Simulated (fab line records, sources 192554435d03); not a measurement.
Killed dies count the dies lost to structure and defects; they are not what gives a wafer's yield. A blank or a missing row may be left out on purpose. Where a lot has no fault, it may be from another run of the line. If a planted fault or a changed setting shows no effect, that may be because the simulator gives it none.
Matching of chambers	flow n5-finfet	N5_BEOL_M1_STRIP_36 on rie-diel-03: 4 sister chambers
The step strips in N2/H2. 4 wafers are shown with their chamber, then 8 later ones without.

WAFERS, EACH WITH ITS CHAMBER
wafer	chamber	drypump-motor-current-A (A)
L083.1	3	6.5
L083.2	2	6.0
L083.3	1	5.9
L083.4	0	5.2

WAFERS WITH NO CHAMBER GIVEN
wafer	drypump-motor-current-A (A)
L083.5	6.5
L083.6	5.2
L084.1	6.4
L084.3	5.9
L084.5	6.5
L094.1	5.2
L094.3	5.9
L094.4	6.4

THE CHAMBER EACH PASSED THROUGH
wafer	from the rows above	in truth
L083.5	3	3
L083.6	0	0
L084.1	3	3
L084.3	1	1
L084.5	3	3
L094.1	0	0
L094.3	1	1
L094.4	3	3
Placed correctly: 8 of 8. Not placeable from these rows: 0. Wrongly placed: 0.
How it was worked out, from the rows above alone: a wafer's distance from a chamber is the root of the sum, over the readings, of the square of ((its reading less the chamber's mean) divided by the reading's scatter). If the next closest chamber is less than 2 further off than the closest, the wafer can't be placed; otherwise it belongs to the closest. A chamber's mean is the mean of its shown wafers. The scatter: root of mean squared gap, hidden wafer to nearest shown wafer, with one shown wafer a chamber.
